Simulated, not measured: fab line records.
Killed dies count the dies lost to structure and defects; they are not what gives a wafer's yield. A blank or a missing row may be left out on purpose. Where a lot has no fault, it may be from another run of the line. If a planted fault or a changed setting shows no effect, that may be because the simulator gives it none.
Which tool was responsible?	flow n5Finfet	23 lots with 69 wafers sampled at 2 steps, on a route of 1938 steps

== WHAT THE GAUGES SHOWED, per wafer ==
N5_BEOL_M10_CD_MEAS_28: target cd 70 nm.
lot	measured	on	cdNm (nm)
L075	day 9 05:12	cdSem-02	69.1 68.8 72.7
L076	day 9 08:20	cdSem-02	71.4 71.1 70.5
L074	day 9 11:03	cdSem-03	69.5 71.1 70.0
L077	day 9 22:41	cdSem-03	68.0 70.0 69.2
L078	day 10 05:49	cdSem-03	69.4 71.2 70.7
L079	day 10 12:23	cdSem-03	70.8 71.0 70.0
L082	day 13 10:23	cdSem-03	70.2 70.9 69.1
L080	day 13 13:44	cdSem-01	70.9 69.1 71.2
L085	day 13 13:55	cdSem-03	68.2 68.6 67.5
L083	day 13 14:05	cdSem-02	66.4 68.2 66.6
L086	day 13 21:49	cdSem-02	69.2 67.6 69.7
L084	day 13 21:59	cdSem-01	69.2 67.9 68.7
L088	day 14 01:16	cdSem-02	68.7 68.5 67.3
L087	day 14 05:13	cdSem-03	69.8 69.7 69.0
L089	day 14 07:27	cdSem-02	68.4 69.5 69.4
L091	day 14 12:09	cdSem-02	67.0 68.8 67.5
L092	day 14 16:08	cdSem-02	71.4 69.1 69.8
L093	day 15 01:20	cdSem-02	70.0 71.9 70.8
L094	day 15 09:51	cdSem-03	69.9 70.0 69.6
L095	day 15 12:10	cdSem-02	70.2 66.6 68.0
L096	day 16 00:22	cdSem-03	70.0 68.3 71.2
L081	day 16 14:50	cdSem-03	66.4 66.9 66.8
L097	day 16 18:28	cdSem-03	69.4 68.3 67.8

N5_BEOL_M10_OVL_MEAS_29.
lot	measured	on	V9_OVL (nm)
L075	day 9 05:14	overlay-01	0.5 0.2 -0.1
L076	day 9 08:22	overlay-02	1.9 0.5 1.9
L074	day 9 11:05	overlay-01	-0.7 -1.3 0.6
L077	day 9 22:43	overlay-02	-0.7 -0.7 -0.6
L078	day 10 05:50	overlay-01	0.4 0.6 0.2
L079	day 10 12:25	overlay-02	0.2 0.8 -0.3
L082	day 13 10:25	overlay-02	0.0 0.5 1.3
L080	day 13 13:46	overlay-01	0.9 1.0 0.5
L085	day 13 13:56	overlay-01	0.0 -1.8 0.1
L083	day 13 14:07	overlay-02	0.2 -1.0 -0.2
L086	day 13 21:51	overlay-01	1.3 0.2 0.8
L084	day 13 22:01	overlay-01	0.2 1.0 1.6
L088	day 14 01:18	overlay-02	0.4 1.3 0.5
L087	day 14 05:14	overlay-02	0.1 -0.4 1.0
L089	day 14 07:29	overlay-01	0.0 0.3 1.5
L091	day 14 12:13	overlay-01	0.4 -0.7 0.8
L092	day 14 16:10	overlay-01	0.2 1.1 0.8
L093	day 15 01:22	overlay-01	1.2 -0.4 1.0
L094	day 15 09:53	overlay-02	0.4 -0.1 -0.6
L095	day 15 12:11	overlay-01	1.0 0.2 1.7
L096	day 16 00:23	overlay-01	1.4 0.7 0.7
L081	day 16 14:52	overlay-01	0.8 0.1 0.2
L097	day 16 18:29	overlay-02	1.2 0.4 0.4

== WHAT TOOL EACH LOT RAN ON (gives the tool, then ch and the chambers of the sampled wafers, and finally the start) ==
The record shows no process step preceding these readings.

== WHAT THE TOOLS THEMSELVES READ (means of the sampled wafers that have a number; where no wafer has one, the mark that the record gives instead) ==
The record holds no such reading with a usual standard deviation.

== THE ANSWER, worked out from the rows above alone ==
Rule: the usual values come from the lots themselves. Put in order of their means at a reading, lots are off if they are a third of the lots or fewer, leave a main group of 4 or more, and stand apart from it by a gap of 3 or more times the standard deviation of the main group's means; of several such gaps the widest counts. A main group is skipped when, at the precision printed for the reading in the tables above, its means are all equal. A lot without any number at a reading at which 4 lots or more have one is off too. Any other lot the step has rows for is counted as sound. After the gauges, taken in route order, come the tools' own readings; for these a lot's mean is taken, as printed above. The first step at which some lot is off is used, and at that step the reading that is off furthest; a lot without a number counts as furthest.
Nothing can be told from this: no lot is off at any reading shown.

== WHAT THE SIMULATOR HAD INSERTED ==
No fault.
